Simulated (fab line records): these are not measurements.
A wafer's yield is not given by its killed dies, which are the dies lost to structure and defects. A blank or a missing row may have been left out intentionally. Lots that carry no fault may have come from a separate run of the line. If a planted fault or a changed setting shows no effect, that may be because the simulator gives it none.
Split-lot trial || flow n5-finfet || 7 lots, 39 wafers read, on a route of 1938 steps

## SPLIT DETAILS
At N5_HKMG_FIN_ETCH_32 (etches SOC in N2/H2, target depth 240 nm, time 300 s), the setting source-w was moved away from the recipe's 840 W on 12 of the 39 wafers read, by +6.7% to +13.9%. All remaining wafers had this setting at the recipe value.

Reading taken at the split's own step.

## THE READING
rf-vpp-V, in V, at N5_HKMG_FIN_ETCH_32 (etches SOC in N2/H2, target depth 240 nm, time 300 s). On this fab line, fault-free wafers typically give 524.7 V with a standard deviation of 2.3 V.

{"wafer": "L075.1", "tool, chamber at the split": "rie-diel-02, 3", "source-w as run, W": 840, "against the recipe": "recipe", "rf-vpp-V, V": 524.9, "against lot-mates on the recipe": "-"}
{"wafer": "L075.2", "tool, chamber at the split": "rie-diel-02, 0", "source-w as run, W": 931.7, "against the recipe": "+10.9%", "rf-vpp-V, V": 504.9, "against lot-mates on the recipe": -21.4}
{"wafer": "L075.3", "tool, chamber at the split": "rie-diel-02, 1", "source-w as run, W": 931.7, "against the recipe": "+10.9%", "rf-vpp-V, V": 504.9, "against lot-mates on the recipe": -21.4}
{"wafer": "L075.4", "tool, chamber at the split": "rie-diel-02, 2", "source-w as run, W": 840, "against the recipe": "recipe", "rf-vpp-V, V": 527.6, "against lot-mates on the recipe": "-"}
{"wafer": "L075.5", "tool, chamber at the split": "rie-diel-02, 2", "source-w as run, W": 840, "against the recipe": "recipe", "rf-vpp-V, V": 526.5, "against lot-mates on the recipe": "-"}
{"wafer": "L075.6", "tool, chamber at the split": "rie-diel-02, 1", "source-w as run, W": 931.7, "against the recipe": "+10.9%", "rf-vpp-V, V": 503.7, "against lot-mates on the recipe": -22.6}
{"wafer": "L076.1", "tool, chamber at the split": "rie-diel-02, 0", "source-w as run, W": 840, "against the recipe": "recipe", "rf-vpp-V, V": 524.7, "against lot-mates on the recipe": "-"}
{"wafer": "L076.2", "tool, chamber at the split": "rie-diel-02, 2", "source-w as run, W": 840, "against the recipe": "recipe", "rf-vpp-V, V": 526.5, "against lot-mates on the recipe": "-"}
{"wafer": "L076.3", "tool, chamber at the split": "rie-diel-02, 1", "source-w as run, W": 840, "against the recipe": "recipe", "rf-vpp-V, V": 520.7, "against lot-mates on the recipe": "-"}
{"wafer": "L076.4", "tool, chamber at the split": "rie-diel-02, 3", "source-w as run, W": 840, "against the recipe": "recipe", "rf-vpp-V, V": 523.1, "against lot-mates on the recipe": "-"}
{"wafer": "L076.5", "tool, chamber at the split": "rie-diel-02, 3", "source-w as run, W": 840, "against the recipe": "recipe", "rf-vpp-V, V": 523.6, "against lot-mates on the recipe": "-"}
{"wafer": "L076.6", "tool, chamber at the split": "rie-diel-02, 0", "source-w as run, W": 840, "against the recipe": "recipe", "rf-vpp-V, V": 524.9, "against lot-mates on the recipe": "-"}
{"wafer": "L081.1", "tool, chamber at the split": "rie-diel-03, 0", "source-w as run, W": 840, "against the recipe": "recipe", "rf-vpp-V, V": 526.2, "against lot-mates on the recipe": "-"}
{"wafer": "L081.2", "tool, chamber at the split": "rie-diel-03, 3", "source-w as run, W": 896.2, "against the recipe": "+6.7%", "rf-vpp-V, V": 517.1, "against lot-mates on the recipe": -9.6}
{"wafer": "L081.3", "tool, chamber at the split": "rie-diel-03, 2", "source-w as run, W": 896.2, "against the recipe": "+6.7%", "rf-vpp-V, V": 515.0, "against lot-mates on the recipe": -11.7}
{"wafer": "L081.4", "tool, chamber at the split": "rie-diel-03, 2", "source-w as run, W": 840, "against the recipe": "recipe", "rf-vpp-V, V": 526.9, "against lot-mates on the recipe": "-"}
{"wafer": "L081.5", "tool, chamber at the split": "rie-diel-03, 0", "source-w as run, W": 840, "against the recipe": "recipe", "rf-vpp-V, V": 527.1, "against lot-mates on the recipe": "-"}
{"wafer": "L081.6", "tool, chamber at the split": "rie-diel-03, 3", "source-w as run, W": 896.2, "against the recipe": "+6.7%", "rf-vpp-V, V": 517.9, "against lot-mates on the recipe": -8.8}
{"wafer": "L084.1", "tool, chamber at the split": "rie-diel-04, 0", "source-w as run, W": 840, "against the recipe": "recipe", "rf-vpp-V, V": 521.7, "against lot-mates on the recipe": "-"}
{"wafer": "L084.2", "tool, chamber at the split": "rie-diel-04, 2", "source-w as run, W": 840, "against the recipe": "recipe", "rf-vpp-V, V": 523.7, "against lot-mates on the recipe": "-"}
{"wafer": "L084.3", "tool, chamber at the split": "rie-diel-04, 1", "source-w as run, W": 956.9, "against the recipe": "+13.9%", "rf-vpp-V, V": 499.7, "against lot-mates on the recipe": -23.2}
{"wafer": "L084.4", "tool, chamber at the split": "rie-diel-04, 2", "source-w as run, W": 840, "against the recipe": "recipe", "rf-vpp-V, V": 523.2, "against lot-mates on the recipe": "-"}
{"wafer": "L084.5", "tool, chamber at the split": "rie-diel-04, 1", "source-w as run, W": 956.9, "against the recipe": "+13.9%", "rf-vpp-V, V": 499.0, "against lot-mates on the recipe": -23.9}
{"wafer": "L084.6", "tool, chamber at the split": "rie-diel-04, 0", "source-w as run, W": 956.9, "against the recipe": "+13.9%", "rf-vpp-V, V": 500.3, "against lot-mates on the recipe": -22.6}
{"wafer": "L085.1", "tool, chamber at the split": "rie-diel-04, 1", "source-w as run, W": 840, "against the recipe": "recipe", "rf-vpp-V, V": 522.7, "against lot-mates on the recipe": "-"}
{"wafer": "L085.2", "tool, chamber at the split": "rie-diel-04, 3", "source-w as run, W": 840, "against the recipe": "recipe", "rf-vpp-V, V": 522.9, "against lot-mates on the recipe": "-"}
{"wafer": "L085.3", "tool, chamber at the split": "rie-diel-04, 2", "source-w as run, W": 840, "against the recipe": "recipe", "rf-vpp-V, V": 522.8, "against lot-mates on the recipe": "-"}
{"wafer": "L085.4", "tool, chamber at the split": "rie-diel-04, 0", "source-w as run, W": 840, "against the recipe": "recipe", "rf-vpp-V, V": 522.9, "against lot-mates on the recipe": "-"}
{"wafer": "L085.5", "tool, chamber at the split": "rie-diel-04, 3", "source-w as run, W": 840, "against the recipe": "recipe", "rf-vpp-V, V": 522.3, "against lot-mates on the recipe": "-"}
{"wafer": "L085.6", "tool, chamber at the split": "rie-diel-04, 2", "source-w as run, W": 840, "against the recipe": "recipe", "rf-vpp-V, V": 522.4, "against lot-mates on the recipe": "-"}
{"wafer": "L088.1", "tool, chamber at the split": "rie-diel-02, 1", "source-w as run, W": 840, "against the recipe": "recipe", "rf-vpp-V, V": 520.3, "against lot-mates on the recipe": "-"}
{"wafer": "L088.2", "tool, chamber at the split": "rie-diel-02, 2", "source-w as run, W": 840, "against the recipe": "recipe", "rf-vpp-V, V": 526.4, "against lot-mates on the recipe": "-"}
{"wafer": "L088.3", "tool, chamber at the split": "rie-diel-02, 3", "source-w as run, W": 911.5, "against the recipe": "+8.5%", "rf-vpp-V, V": 508.7, "against lot-mates on the recipe": -14.9}
{"wafer": "L088.4", "tool, chamber at the split": "rie-diel-02, 0", "source-w as run, W": 911.5, "against the recipe": "+8.5%", "rf-vpp-V, V": 507.9, "against lot-mates on the recipe": -15.7}
{"wafer": "L088.5", "tool, chamber at the split": "rie-diel-02, 3", "source-w as run, W": 840, "against the recipe": "recipe", "rf-vpp-V, V": 524.1, "against lot-mates on the recipe": "-"}
{"wafer": "L088.6", "tool, chamber at the split": "rie-diel-02, 2", "source-w as run, W": 911.5, "against the recipe": "+8.5%", "rf-vpp-V, V": 512.7, "against lot-mates on the recipe": -10.9}
{"wafer": "L094.1", "tool, chamber at the split": "rie-diel-02, 3", "source-w as run, W": 840, "against the recipe": "recipe", "rf-vpp-V, V": 523.1, "against lot-mates on the recipe": "-"}
{"wafer": "L094.2", "tool, chamber at the split": "rie-diel-02, 1", "source-w as run, W": 840, "against the recipe": "recipe", "rf-vpp-V, V": 521.9, "against lot-mates on the recipe": "-"}
{"wafer": "L094.4", "tool, chamber at the split": "rie-diel-02, 2", "source-w as run, W": 840, "against the recipe": "recipe", "rf-vpp-V, V": 527.4, "against lot-mates on the recipe": "-"}

THE FIT
A straight line over all 39 wafers: rf-vpp-V changes by -1.7 V for each +1% of source-w; r = -0.97; the points scatter about the line by 2.2 V.
The same after taking each lot's own level away (the mean of its wafers on the recipe; 39 wafers): -1.74 V for each +1%; r = -0.98; scatter 1.8 V.
That fit puts the effect of the largest move of source-w on the reading at 24 V.
The span of the lots' own levels, 522.67 to 526.73 V, comes to 1.8 times the standard deviation stated above.
The two slopes agree, so the slope changes little with the lot-to-lot level.
Check: with one of the wafers moved furthest among these (+13.9%) left out of the fit, the line predicts -24.3 V for it against its lot-mates. It came out at -23.2 V against them.
Tool readings at the split's step, against how far the setting was moved: rf-vpp-V r = -0.97.

## OTHER SPLITS APPLIED TO THESE WAFERS
Before the reading, these wafers also passed through other splits. Each is held against what the fit with the lots' levels taken away leaves over:
{"other split on the same wafers": "N5_WELL_APT_EPI_41 time-s", "wafers away from the commonest value": 15, "r with rf-vpp-V (lot level and that fit taken away)": "+0.03"}
{"other split on the same wafers": "N5_DUMMY_GATE_ETCH_32 time-s", "wafers away from the commonest value": 12, "r with rf-vpp-V (lot level and that fit taken away)": -0.08}

## THE WHOLE CHAIN: every reading that the file lists as answering this split, in the file's order
{"step": "N5_HKMG_FIN_ETCH_32", "what it does": "etches SOC in N2/H2, target depth 240 nm, time 300 s", "reading": "rf-vpp-V", "change (the file's fit)": "-1.73 V for each +1% of the setting", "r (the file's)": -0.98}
{"step": "N5_HKMG_FIN_ETCH_32", "what it does": "etches SOC in N2/H2, target depth 240 nm, time 300 s", "reading": "etch.depth-nm (the simulator's own value, which no gauge read)", "change (the file's fit)": "+1.87 nm for each +1% of the setting", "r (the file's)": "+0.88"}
{"step": "N5_HKMG_FIN_ETCH_32", "what it does": "etches SOC in N2/H2, target depth 240 nm, time 300 s", "reading": "HKMG_FIN.feature-depth-nm (the simulator's own value, which no gauge read)", "change (the file's fit)": "+1.87 nm for each +1% of the setting", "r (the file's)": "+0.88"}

## FILE'S OWN FIT
rf-vpp-V changes by -1.73 V for each +1% of source-w, r = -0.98.
